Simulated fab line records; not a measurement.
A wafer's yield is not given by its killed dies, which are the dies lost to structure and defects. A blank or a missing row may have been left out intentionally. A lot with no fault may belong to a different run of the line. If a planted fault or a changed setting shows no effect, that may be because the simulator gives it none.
Matching of chambers | flow nand harc | 3 sister chambers for NHARC_P_GATE_DEP_103 on pecvd-01
The step deposits SiON, target thk 30 nm. 3 wafers are shown with their chamber, then 8 later ones without.

== WAFERS, EACH WITH ITS CHAMBER ==
wafer  | chamber | rf fwd power W (W)
L084.4 | 2       | 347.9
L086.6 | 0       | 348.6
L090.1 | 1       | 350.0

== WAFERS WITHOUT THEIR CHAMBER ==
wafer  | rf fwd power W (W)
L090.2 | 349.1
L090.5 | 347.9
L092.1 | 348.7
L092.2 | 348.0
L092.3 | 349.6
L094.3 | 347.1
L094.4 | 349.9
L094.5 | 348.3

== WHICH CHAMBER EACH ONE RAN IN ==
wafer  | from the rows above          | in truth
L090.2 | can't be placed: 0 or 1 or 2 | 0
L090.5 | can't be placed: 2 or 0      | 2
L092.1 | can't be placed: 0 or 2      | 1
L092.2 | can't be placed: 2 or 0      | 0
L092.3 | can't be placed: 1 or 0      | 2
L094.3 | can't be placed: 2 or 0      | 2
L094.4 | 1                            | 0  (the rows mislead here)
L094.5 | can't be placed: 0 or 2      | 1
Correctly placed: 0 of 8. Can't be placed from these rows: 7 (the true chamber is among the candidates in 4). Placed wrongly: 1.
How it was worked out, from the rows above alone: a wafer's distance from a chamber is the root of the sum, over the readings, of the square of ((its reading less the chamber's mean) divided by the reading's scatter). If the next closest chamber is less than 2 further off than the closest, the wafer can't be placed; otherwise it belongs to the closest. The mean given for a chamber averages the wafers shown for that chamber. The scatter: root of mean squared gap, hidden wafer to nearest shown wafer, with one shown wafer a chamber.
